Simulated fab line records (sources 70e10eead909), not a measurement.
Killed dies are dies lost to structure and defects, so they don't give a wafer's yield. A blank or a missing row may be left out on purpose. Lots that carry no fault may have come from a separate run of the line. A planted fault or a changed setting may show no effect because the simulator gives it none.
Matching of chambers || flow nand-harc || NHARC_A_CHANNEL_FILL_D1_ALD_14 on ald-hk-03: 4 sister chambers
The step deposits SiO2, target thk 2.5 nm, pulse time 10 s, ald cycles 25. 4 wafers are shown with their chamber, then 8 later ones without.

== WAFERS, EACH WITH ITS CHAMBER ==
{"wafer": "L086.2", "chamber": 0, "heater-power-w (W)": 524}
{"wafer": "L086.4", "chamber": 3, "heater-power-w (W)": 550}
{"wafer": "L086.5", "chamber": 2, "heater-power-w (W)": 483}
{"wafer": "L087.2", "chamber": 1, "heater-power-w (W)": 463}

== WAFERS WITHOUT THEIR CHAMBER ==
{"wafer": "L087.5", "heater-power-w (W)": 482}
{"wafer": "L087.6", "heater-power-w (W)": 471}
{"wafer": "L089.4", "heater-power-w (W)": 543}
{"wafer": "L089.5", "heater-power-w (W)": 477}
{"wafer": "L089.6", "heater-power-w (W)": 546}
{"wafer": "L092.3", "heater-power-w (W)": 464}
{"wafer": "L092.5", "heater-power-w (W)": 519}
{"wafer": "L092.6", "heater-power-w (W)": 460}

== WHICH CHAMBER EACH WENT THROUGH ==
{"wafer": "L087.5", "from the rows above": 2, "in truth": 2}
{"wafer": "L087.6", "from the rows above": "can't be placed: 1 or 2", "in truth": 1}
{"wafer": "L089.4", "from the rows above": 3, "in truth": 3}
{"wafer": "L089.5", "from the rows above": "can't be placed: 2 or 1", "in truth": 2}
{"wafer": "L089.6", "from the rows above": 3, "in truth": 3}
{"wafer": "L092.3", "from the rows above": 1, "in truth": 1}
{"wafer": "L092.5", "from the rows above": 0, "in truth": 0}
{"wafer": "L092.6", "from the rows above": 1, "in truth": 1}
Placed correctly: 6 of 8. Can't be placed from these rows: 2 (the true chamber is among the candidates in 2). 0 placed wrongly.
How it was worked out, from the rows above alone: a wafer's distance from a chamber is the root of the sum, over the readings, of the square of ((its reading less the chamber's mean) divided by the reading's scatter). If the next closest chamber is less than 2 further off than the closest, the wafer can't be placed; otherwise it belongs to the closest. The mean given for a chamber averages the wafers shown for that chamber. The scatter: with one shown wafer a chamber, the root of the mean of the squares of how far each hidden wafer lies from its nearest shown one.
